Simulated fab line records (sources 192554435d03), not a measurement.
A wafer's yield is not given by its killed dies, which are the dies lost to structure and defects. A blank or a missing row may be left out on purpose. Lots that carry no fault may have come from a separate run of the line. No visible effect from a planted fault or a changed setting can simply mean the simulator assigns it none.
Check for tools in common + flow n5Finfet + Lots sampled 9, wafers sampled 27

## REASON IT WAS OPENED
Flagged at N5_FIN_CUT_INSPECT_17: reading rawDefectCount, on 2 of 9 lots. Wafers without a fault read 228, standard deviation 61.
Rule: a lot is flagged when every wafer of it that has a number lies more than 4 standard deviations from that mean, or none has a number. All remaining lots are regarded as sound.

| lot  | measured    | on               | rawDefectCount, wafer by wafer | flag    |
|------|-------------|------------------|--------------------------------|---------|
| L914 | day 3 11:05 | defectInspect-01 | 134 217 283                    |         |
| L916 | day 3 22:40 | defectInspect-01 | 246 432 279                    |         |
| L917 | day 4 05:02 | defectInspect-02 | 251 268 231                    |         |
| L919 | day 4 19:19 | defectInspect-01 | 640 659 648                    | FLAGGED |
| L920 | day 4 22:22 | defectInspect-01 | 186 221 235                    |         |
| L924 | day 6 00:57 | defectInspect-02 | 690 705 585                    | FLAGGED |
| L926 | day 6 11:27 | defectInspect-01 | 209 161 293                    |         |
| L929 | day 7 03:37 | defectInspect-02 | 282 154 124                    |         |
| L930 | day 7 10:29 | defectInspect-01 | 165 230 89                     |         |
On average the flagged lots' numbers are 654, which is +426 against the usual, or +7 standard deviations.

## TOOL THAT RAN EACH LOT
The record holds 4 process steps before the reading, out of a route of 1938 steps. Every cell lists first the tool, next ch and the chambers used by the sampled wafers, and last the start.
| lot  | flag    | N5_FIN_CUT_ETCH_21               | N5_FIN_CUT_STRIP_24              | N5_FIN_CUT_PRECLEAN_35           | N5_FIN_CUT_CUT_ETCH_15         |
|------|---------|----------------------------------|----------------------------------|----------------------------------|--------------------------------|
| L914 |         | rieDiel-03 ch 1,2, day 3 10:14   | rieDiel-03 ch 1,2, day 3 10:34   | vaporEtch-02 ch 1, day 3 10:42   | rieSi-02 ch 0,2,3, day 3 10:47 |
| L916 |         | rieDiel-05 ch 0,2,3, day 3 21:47 | rieDiel-05 ch 0,2,3, day 3 22:07 | vaporEtch-02 ch 1, day 3 22:14   | rieSi-02 ch 0,2, day 3 22:19   |
| L917 |         | rieDiel-06 ch 1,2, day 4 04:13   | rieDiel-06 ch 1,2, day 4 04:32   | vaporEtch-02 ch 0,1, day 4 04:41 | rieSi-03 ch 2,3, day 4 04:45   |
| L919 | FLAGGED | rieDiel-03 ch 0,2, day 4 18:29   | rieDiel-03 ch 0,2, day 4 18:49   | vaporEtch-02 ch 0,1, day 4 18:57 | rieSi-01 ch 0,1,3, day 4 19:02 |
| L920 |         | rieDiel-03 ch 0,2,3, day 4 21:22 | rieDiel-03 ch 0,2,3, day 4 21:41 | vaporEtch-01 ch 0,1, day 4 21:50 | rieSi-01 ch 0,2,3, day 4 21:55 |
| L924 | FLAGGED | rieDiel-06 ch 1,2,3, day 6 00:05 | rieDiel-06 ch 1,2,3, day 6 00:25 | vaporEtch-02 ch 0,1, day 6 00:34 | rieSi-03 ch 0,1,2, day 6 00:38 |
| L926 |         | rieDiel-06 ch 0,1,3, day 6 10:37 | rieDiel-06 ch 0,1,3, day 6 10:56 | vaporEtch-01 ch 0,1, day 6 11:05 | rieSi-02 ch 0,1,2, day 6 11:10 |
| L929 |         | rieDiel-05 ch 0,2,3, day 7 02:48 | rieDiel-05 ch 0,2,3, day 7 03:08 | vaporEtch-01 ch 0,1, day 7 03:17 | rieSi-01 ch 1,2, day 7 03:20   |
| L930 |         | rieDiel-06 ch 0,3, day 7 09:40   | rieDiel-06 ch 0,3, day 7 09:59   | vaporEtch-01 ch 0,1, day 7 10:07 | rieSi-02 ch 1,3, day 7 10:12   |
What these steps do:
- N5_FIN_CUT_ETCH_21: etches SOC in N2/H2, target depth 219 nm, overetch 43.8 nm, time 523.5 s.
- N5_FIN_CUT_STRIP_24: strips in CF4.
- N5_FIN_CUT_PRECLEAN_35: cleans in vHF, time 13.3 s.
- N5_FIN_CUT_CUT_ETCH_15: etches Si in HBr/Cl2/O2, target depth 100 nm, bt time 10 s, time 42.4 s.
- N5_FIN_CUT_INSPECT_17: inspects for defects (brightfield).

## FLAGGED AGAINST TOTAL, ONE TOOL AT A TIME (gauges that did the reading follow at the end)
| step                   | tool             | lots run | flagged | share of the flagged lots | sound lots run after its first flagged lot |
|------------------------|------------------|----------|---------|---------------------------|--------------------------------------------|
| N5_FIN_CUT_ETCH_21     | rieDiel-03       | 3        | 1       | some                      | 1 (L920)                                   |
| N5_FIN_CUT_ETCH_21     | rieDiel-05       | 2        | 0       | none                      | -                                          |
| N5_FIN_CUT_ETCH_21     | rieDiel-06       | 4        | 1       | some                      | 2 (L926,L930)                              |
| N5_FIN_CUT_STRIP_24    | rieDiel-03       | 3        | 1       | some                      | 1 (L920)                                   |
| N5_FIN_CUT_STRIP_24    | rieDiel-05       | 2        | 0       | none                      | -                                          |
| N5_FIN_CUT_STRIP_24    | rieDiel-06       | 4        | 1       | some                      | 2 (L926,L930)                              |
| N5_FIN_CUT_PRECLEAN_35 | vaporEtch-01     | 4        | 0       | none                      | -                                          |
| N5_FIN_CUT_PRECLEAN_35 | vaporEtch-02     | 5        | 2       | all                       | 0                                          |
| N5_FIN_CUT_CUT_ETCH_15 | rieSi-01         | 3        | 1       | some                      | 2 (L920,L929)                              |
| N5_FIN_CUT_CUT_ETCH_15 | rieSi-02         | 4        | 0       | none                      | -                                          |
| N5_FIN_CUT_CUT_ETCH_15 | rieSi-03         | 2        | 1       | some                      | 0                                          |
| N5_FIN_CUT_INSPECT_17  | defectInspect-01 | 6        | 1       | some                      | 3 (L920,L926,L930)                         |
| N5_FIN_CUT_INSPECT_17  | defectInspect-02 | 3        | 1       | some                      | 1 (L929)                                   |

## WHAT THE TABLE PERMITS
All flagged lots share 1 row of the table, namely vaporEtch-02 at N5_FIN_CUT_PRECLEAN_35.
- vaporEtch-02 at N5_FIN_CUT_PRECLEAN_35: 2 of its 5 lots flagged. It ran its last sound lot, L917, at day 4 04:41 and its first flagged lot, L919, at day 4 18:57: a fault with its onset between the two fits.
What remains is a single tool, vaporEtch-02 at N5_FIN_CUT_PRECLEAN_35.

## WHAT WAS PUT IN BY THE SIMULATOR
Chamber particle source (vaporEtch-02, N5_FIN_CUT_PRECLEAN_35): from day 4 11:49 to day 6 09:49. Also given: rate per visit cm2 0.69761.
Struck lots among those shown: L919, L924. The rule given above showed the same thing.
